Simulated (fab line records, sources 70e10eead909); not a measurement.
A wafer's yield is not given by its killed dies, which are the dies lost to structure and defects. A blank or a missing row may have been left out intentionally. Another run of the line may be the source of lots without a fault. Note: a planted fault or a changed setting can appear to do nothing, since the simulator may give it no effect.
Which tool was responsible? ; flow nand-harc ; 24 lots with 72 wafers sampled at 6 steps, on a route of 1159 steps

WHAT THE GAUGES READ, wafer by wafer
The record holds no reading of a measuring or inspecting step that can be judged against a usual standard deviation.

WHAT TOOL EACH LOT RAN ON (gives the tool, then ch and the chambers of the sampled wafers, and finally the start)
lot;NHARC_P_ZERO_WELL_ETCH_63;NHARC_P_GATE_ETCH_104;NHARC_P_GATE_STRIP_112;NHARC_P_CONTACT_CMP_24;NHARC_P_M0_ETCH_15;NHARC_P_M0_CMP_23
L074;rie-si-03 ch 0,1,3, day 1 13:40;rie-diel-02 ch 0,2,3, day 5 01:27;plasma-asher-01 ch 0,1, day 5 16:03;cmp-04 ch 0,1,3, day 6 06:12;rie-diel-06 ch 1,2,3, day 6 09:43 or earlier;cmp-01 ch 0,1,2, day 6 09:43
L075;rie-si-05 ch 0,2,3, day 1 19:34;rie-diel-12 ch 0,1,3, day 5 00:25;plasma-asher-01 ch 1, day 5 15:14;cmp-02 ch 0,2, day 6 05:40;rie-diel-13 ch 2,3, day 6 09:10 or earlier;cmp-03 ch 2,3, day 6 09:10
L076;rie-si-05 ch 0,3, day 2 01:40;rie-diel-12 ch 1,2,3, day 4 23:17;plasma-asher-01 ch 0,1, day 5 14:20;cmp-04 ch 0,2,3, day 6 05:02;rie-diel-06 ch 2,3, day 6 08:34 or earlier;cmp-01 ch 0,1,3, day 6 08:34
L077;rie-si-05 ch 0,2,3, day 2 07:40;rie-diel-12 ch 0,1,3, day 5 12:26;plasma-asher-02 ch 0,1, day 6 02:23;cmp-03 ch 0,1,3, day 6 15:26;rie-diel-13 ch 0,2,3, day 6 18:55 or earlier;cmp-03 ch 1,2,3, day 6 18:55
L078;rie-si-03 ch 0,1,2, day 2 13:33;rie-diel-03 ch 0,1, day 5 12:40;plasma-asher-02 ch 0,1, day 6 02:50;cmp-02 ch 1,2, day 6 15:59;rie-diel-13 ch 0,3, day 6 19:29 or earlier;cmp-01 ch 1,2, day 6 19:29
L079;rie-si-02 ch 0,2,3, day 2 19:43;rie-diel-03 ch 0,1,3, day 5 19:55;plasma-asher-01 ch 0,1, day 6 10:07;cmp-02 ch 0,1,2, day 6 22:39;rie-diel-13 ch 2,3, day 7 02:49 or earlier;cmp-01 ch 1,2,3, day 7 02:49
L080;rie-si-02 ch 0,2,3, day 3 01:41;rie-diel-12 ch 1,2,3, day 6 07:22;plasma-asher-01 ch 0,1, day 6 21:23;cmp-04 ch 1,2, day 7 06:14;rie-diel-06 ch 1,2,3, day 7 09:48 or earlier;cmp-02 ch 0,2,3, day 7 09:48
L081;rie-si-03 ch 0,1,3, day 3 07:39;rie-diel-03 ch 0,1,2, day 6 12:07;plasma-asher-02 ch 0,1, day 7 02:10;cmp-03 ch 1,2,3, day 7 16:35;rie-diel-01 ch 0,1,2, day 7 20:05 or earlier;cmp-01 ch 0,1,2, day 7 20:05
L082;rie-si-02 ch 0,2, day 3 14:16;rie-diel-03 ch 0,2,3, day 6 22:38;plasma-asher-02 ch 0,1, day 7 13:05;cmp-03 ch 0,2,3, day 8 02:50;rie-diel-06 ch 0,2,3, day 8 06:26 or earlier;cmp-02 ch 0,2,3, day 8 06:26
L083;rie-si-02 ch 0,1,2, day 3 19:39;rie-diel-12 ch 0,1,2, day 6 22:19;plasma-asher-01 ch 1, day 7 12:50;cmp-02 ch 0,2,3, day 8 02:17;rie-diel-01 ch 0,2,3, day 8 05:50 or earlier;cmp-02 ch 0,1,3, day 8 05:50
L084;rie-si-05 ch 1,2,3, day 4 01:34;rie-diel-12 ch 0,1,3, day 7 10:58;plasma-asher-02 ch 0,1, day 8 01:15;cmp-03 ch 0,1,2, day 8 10:44;rie-diel-06 ch 0,1,3, day 8 14:59 or earlier;cmp-02 ch 0,1,2, day 8 14:59
L085;rie-si-05 ch 0,1, day 4 07:47;rie-diel-03 ch 1,2, day 7 22:58;plasma-asher-01 ch 0,1, day 8 16:38;cmp-02 ch 1,2,3, day 9 01:42;rie-diel-13 ch 0,1,2, day 9 05:15 or earlier;cmp-02 ch 0,1, day 9 05:15
L086;rie-si-05 ch 1,2,3, day 4 13:32;rie-diel-12 ch 1,2,3, day 7 22:58;plasma-asher-01 ch 0,1, day 8 13:17;cmp-03 ch 0,1,3, day 8 22:56;rie-diel-06 ch 1,2,3, day 9 02:26 or earlier;cmp-02 ch 1,2,3, day 9 02:26
L087;rie-si-02 ch 1,3, day 4 19:32;rie-diel-12 ch 0,1,3, day 7 23:09;plasma-asher-01 ch 0,1, day 8 13:40;cmp-04 ch 1,2, day 8 23:07;rie-diel-13 ch 1,3, day 9 02:43 or earlier;cmp-03 ch 0,1, day 9 02:43
L088;rie-si-05 ch 0,2,3, day 5 01:47;rie-diel-12 ch 0,1,2, day 8 18:01;plasma-asher-01 ch 0,1, day 9 15:26;cmp-03 ch 0,2,3, day 10 00:54;rie-diel-06 ch 0,2,3, day 10 04:43 or earlier;cmp-01 ch 0,1,3, day 10 04:43
L089;rie-si-05 ch 0,2, day 5 07:33;rie-diel-03 ch 1,2,3, day 8 18:23;plasma-asher-01 ch 0,1, day 9 08:56;cmp-04 ch 0,1,2, day 9 20:17;rie-diel-06 ch 0,3, day 9 23:47 or earlier;cmp-02 ch 0,2,3, day 9 23:47
L090;rie-si-05 ch 0,1, day 5 13:40;rie-diel-02 ch 2,3, day 8 18:44;plasma-asher-01 ch 0,1, day 9 11:50;cmp-03 ch 2,3, day 9 23:38;rie-diel-06 ch 0,1,2, day 10 03:14 or earlier;cmp-01 ch 0,1,3, day 10 03:14
L091;rie-si-05 ch 0,1,2, day 5 19:41;rie-diel-12 ch 1,2,3, day 8 19:16;plasma-asher-01 ch 0, day 9 16:48;cmp-04 ch 0,3, day 10 01:43;rie-diel-13 ch 1,2,3, day 10 05:14 or earlier;cmp-03 ch 0,1,2, day 10 05:14
L092;rie-si-05 ch 2,3, day 6 01:32;rie-diel-03 ch 0,2,3, day 9 07:23;plasma-asher-02 ch 0,1, day 9 21:34;cmp-02 ch 1,2, day 10 10:17;rie-diel-06 ch 0,2,3, day 10 14:15 or earlier;cmp-01 ch 0,2, day 10 14:15
L093;rie-si-02 ch 0,2, day 6 07:35;rie-diel-12 ch 0,2,3, day 9 06:43;plasma-asher-01 ch 0,1, day 9 23:09;cmp-04 ch 1,2,3, day 10 10:53;rie-diel-01 ch 0,1,2, day 10 14:23 or earlier;cmp-03 ch 0,2,3, day 10 14:23
L094;rie-si-02 ch 1,2,3, day 6 13:32;rie-diel-02 ch 0,1,3, day 9 15:11;plasma-asher-01 ch 0,1, day 10 05:23;cmp-03 ch 1,2,3, day 10 14:05;rie-diel-13 ch 1,2,3, day 10 17:43 or earlier;cmp-02 ch 0,1,2, day 10 17:43
L095;rie-si-02 ch 0,2, day 6 19:39;rie-diel-02 ch 0,2, day 9 22:57;plasma-asher-01 ch 0,1, day 10 12:56;cmp-04 ch 0,1,3, day 10 21:34;rie-diel-06 ch 0,1,2, day 11 01:05 or earlier;cmp-03 ch 0,3, day 11 01:05
L096;rie-si-02 ch 0,1, day 7 01:43;rie-diel-12 ch 2,3, day 10 05:25;plasma-asher-01 ch 0,1, day 10 19:28;cmp-04 ch 0,2,3, day 11 04:04;rie-diel-13 ch 0,1,3, day 11 07:37 or earlier;cmp-01 ch 1,2,3, day 11 07:37
L097;rie-si-05 ch 0,1, day 7 07:43;rie-diel-12 ch 0,2, day 10 05:24;plasma-asher-02 ch 0,1, day 10 21:31;cmp-04 ch 0,2,3, day 11 06:14;rie-diel-01 ch 1,2,3, day 11 09:43 or earlier;cmp-02 ch 0,2,3, day 11 09:43
- NHARC_P_ZERO_WELL_ETCH_63: etches the open film in HBr/Cl2, target depth 120 nm, time 40.1 s.
- NHARC_P_GATE_ETCH_104: etches the open film in CF4/CHF3, target depth 60 nm.
- NHARC_P_GATE_STRIP_112: strips in N2/H2, time 200 s.
- NHARC_P_CONTACT_CMP_24: polishes, t overpolish 30 s, target thk 200 nm.
- NHARC_P_M0_ETCH_15: etches the open film in C4F8/Ar, target depth 150 nm, overetch 15 nm, time 82.5 s.
- NHARC_P_M0_CMP_23: polishes, t overpolish 20 s, target thk 117.53 nm.

AS READ BY THE TOOLS THEMSELVES (means over the sampled wafers that have a number; for cases with no such wafer, the mark the record gives instead)
NHARC_P_ZERO_WELL_ETCH_63.
lot;tool;drypump-motor-current-A (A);he-backside-leak-sccm (sccm);oes-product-au (a.u.);throttle-valve-pct (%)
L074;rie-si-03;6.0;2.67;1.025;26.405
L075;rie-si-05;5.9;2.95;0.987;26.407
L076;rie-si-05;5.9;2.92;0.987;26.409
L077;rie-si-05;5.9;2.92;0.988;26.408
L078;rie-si-03;5.7;2.68;1.009;26.411
L079;rie-si-02;5.3;2.76;0.992;26.404
L080;rie-si-02;5.3;2.80;0.997;26.412
L081;rie-si-03;6.0;2.61;1.014;26.411
L082;rie-si-02;5.2;2.85;0.999;26.407
L083;rie-si-02;5.3;2.68;0.987;26.397
L084;rie-si-05;5.7;2.75;0.990;26.414
L085;rie-si-05;5.5;2.75;1.012;26.414
L086;rie-si-05;5.7;2.66;1.005;26.393
L087;rie-si-02;5.5;2.66;0.977;26.397
L088;rie-si-05;5.9;2.82;1.005;26.412
L089;rie-si-05;5.8;2.82;0.997;26.405
L090;rie-si-05;5.5;2.77;1.007;26.401
L091;rie-si-05;5.5;3.14;1.008;26.414
L092;rie-si-05;5.9;2.60;0.997;26.402
L093;rie-si-02;5.2;2.81;1.002;26.409
L094;rie-si-02;5.4;2.64;0.998;26.405
L095;rie-si-02;5.2;2.85;1.003;26.413
L096;rie-si-02;5.2;2.58;1.018;26.412
L097;rie-si-05;5.5;2.81;0.998;26.404

NHARC_P_GATE_ETCH_104.
lot;tool;drypump-motor-current-A (A);oes-product-au (a.u.);rf-vpp-V (V);showerhead-plenum-p-Torr (Torr);throttle-valve-pct (%)
L074;rie-diel-02;6.2;0.945;371.9;1.60;16.796
L075;rie-diel-12;5.8;0.933;369.1;1.55;16.801
L076;rie-diel-12;5.8;0.948;372.6;1.62;16.803
L077;rie-diel-12;5.8;0.936;369.2;1.54;16.792
L078;rie-diel-03;5.6;0.936;370.3;1.58;16.802
L079;rie-diel-03;5.4;0.977;370.1;1.55;16.795
L080;rie-diel-12;5.8;0.969;371.5;1.61;16.804
L081;rie-diel-03;5.6;0.967;370.7;1.59;16.797
L082;rie-diel-03;5.6;0.966;371.6;1.59;16.811
L083;rie-diel-12;5.8;0.974;370.4;1.56;16.802
L084;rie-diel-12;5.8;0.939;369.9;1.54;16.792
L085;rie-diel-03;5.4;0.944;370.5;1.56;16.808
L086;rie-diel-12;5.8;0.932;371.9;1.61;16.796
L087;rie-diel-12;5.8;0.931;369.8;1.54;16.811
L088;rie-diel-12;5.8;0.914;369.6;1.56;16.805
L089;rie-diel-03;5.4;0.945;370.6;1.56;16.806
L090;rie-diel-02;6.5;0.918;368.2;1.53;16.807
L091;rie-diel-12;5.8;0.940;370.5;1.61;16.801
L092;rie-diel-03;5.6;0.943;371.7;1.58;16.811
L093;rie-diel-12;6.0;0.929;371.0;1.59;16.794
L094;rie-diel-02;5.8;0.937;371.4;1.59;16.804
L095;rie-diel-02;6.1;0.962;368.3;1.52;16.799
L096;rie-diel-12;6.0;0.946;372.3;1.66;16.796
L097;rie-diel-12;6.0;0.948;372.2;1.61;16.801

NHARC_P_GATE_STRIP_112.
lot;tool;drypump-motor-current-A (A);heater-power-w (W);rf-refl-power-W (W)
L074;plasma-asher-01;5.9;89;22
L075;plasma-asher-01;6.2;95;20
L076;plasma-asher-01;5.8;90;22
L077;plasma-asher-02;5.5;95;20
L078;plasma-asher-02;5.6;94;20
L079;plasma-asher-01;5.9;89;22
L080;plasma-asher-01;5.5;88;25
L081;plasma-asher-02;6.0;99;17
L082;plasma-asher-02;5.5;95;20
L083;plasma-asher-01;6.2;95;20
L084;plasma-asher-02;5.5;96;20
L085;plasma-asher-01;5.8;89;22
L086;plasma-asher-01;5.8;92;22
L087;plasma-asher-01;5.8;90;22
L088;plasma-asher-01;5.5;88;25
L089;plasma-asher-01;5.5;86;25
L090;plasma-asher-01;5.5;87;25
L091;plasma-asher-01;5.2;82;27
L092;plasma-asher-02;5.6;95;20
L093;plasma-asher-01;5.8;91;22
L094;plasma-asher-01;5.5;86;25
L095;plasma-asher-01;5.5;86;25
L096;plasma-asher-01;5.9;90;22
L097;plasma-asher-02;6.0;95;17

NHARC_P_CONTACT_CMP_24.
lot;tool;motor-current-A (A);overpolish-run-s (s);time-to-endpoint-s (s)
L074;cmp-04;12.7;29.997;40.6
L075;cmp-02;11.1;29.996;40.3
L076;cmp-04;11.6;30.013;44.3
L077;cmp-03;12.5;30.002;39.0
L078;cmp-02;12.2;30.008;41.8
L079;cmp-02;11.8;29.989;39.9
L080;cmp-04;11.2;29.996;43.2
L081;cmp-03;12.4;30.011;41.6
L082;cmp-03;12.3;29.997;40.9
L083;cmp-02;12.0;29.999;40.6
L084;cmp-03;11.9;29.988;38.3
L085;cmp-02;11.8;29.996;40.2
L086;cmp-03;12.3;29.992;38.0
L087;cmp-04;11.9;30.002;40.2
L088;cmp-03;12.5;29.995;42.4
L089;cmp-04;12.1;30.002;43.8
L090;cmp-03;12.6;29.994;37.4
L091;cmp-04;12.4;30.008;43.7
L092;cmp-02;12.7;29.999;41.3
L093;cmp-04;12.3;30.004;42.8
L094;cmp-03;12.7;29.998;41.8
L095;cmp-04;12.8;29.997;42.2
L096;cmp-04;12.0;30.007;44.5
L097;cmp-04;11.8;30.013;42.0

NHARC_P_M0_ETCH_15.
lot;tool;oes-product-au (a.u.);rf-vpp-V (V)
L074;rie-diel-06;0.976;440.4
L075;rie-diel-13;0.963;442.2
L076;rie-diel-06;0.962;439.9
L077;rie-diel-13;0.962;441.3
L078;rie-diel-13;0.962;441.5
L079;rie-diel-13;0.964;442.1
L080;rie-diel-06;0.955;440.4
L081;rie-diel-01;0.968;439.1
L082;rie-diel-06;0.939;442.4
L083;rie-diel-01;0.932;440.1
L084;rie-diel-06;0.976;441.7
L085;rie-diel-13;0.957;441.1
L086;rie-diel-06;0.972;440.7
L087;rie-diel-13;0.981;442.8
L088;rie-diel-06;0.962;442.3
L089;rie-diel-06;0.980;443.4
L090;rie-diel-06;0.963;442.0
L091;rie-diel-13;0.932;442.1
L092;rie-diel-06;0.969;442.3
L093;rie-diel-01;0.978;440.0
L094;rie-diel-13;0.930;442.1
L095;rie-diel-06;0.963;441.1
L096;rie-diel-13;0.918;441.8
L097;rie-diel-01;0.918;441.8

NHARC_P_M0_CMP_23.
lot;tool;motor-current-A (A);time-to-endpoint-s (s)
L074;cmp-01;11.6;24.0
L075;cmp-03;12.8;27.0
L076;cmp-01;11.8;28.3
L077;cmp-03;12.7;27.5
L078;cmp-01;11.8;29.5
L079;cmp-01;12.1;27.7
L080;cmp-02;11.7;30.5
L081;cmp-01;11.9;27.5
L082;cmp-02;11.6;29.5
L083;cmp-02;12.4;29.6
L084;cmp-02;11.9;28.9
L085;cmp-02;12.7;28.8
L086;cmp-02;11.6;29.4
L087;cmp-03;12.9;27.9
L088;cmp-01;12.1;26.8
L089;cmp-02;11.7;27.4
L090;cmp-01;11.8;27.0
L091;cmp-03;12.0;29.5
L092;cmp-01;12.5;23.6
L093;cmp-03;12.0;25.9
L094;cmp-02;11.8;29.7
L095;cmp-03;12.8;25.3
L096;cmp-01;11.8;23.6
L097;cmp-02;11.5;28.9

THE ANSWER, worked out from the rows above alone
Rule: the usual values come from the lots themselves. Put in order of their means at a reading, lots are off if they are a third of the lots or fewer, leave a main group of 4 or more, and stand apart from it by a gap of 3 or more times the standard deviation of the main group's means; of several such gaps the widest counts. A main group is skipped when, at the precision printed for the reading in the tables above, its means are all equal. Also off: a lot with no number at a reading for which 4 or more lots have one. Any other lot the step has rows for is counted as sound. After the gauges, taken in route order, come the tools' own readings; for these a lot's mean is taken, as printed above. At the first step where some lot is off, the reading lying furthest off is the one used; lots without a number count as furthest.
None of the lots is off at any reading shown; this tells nothing.

WHAT WAS PUT IN BY THE SIMULATOR
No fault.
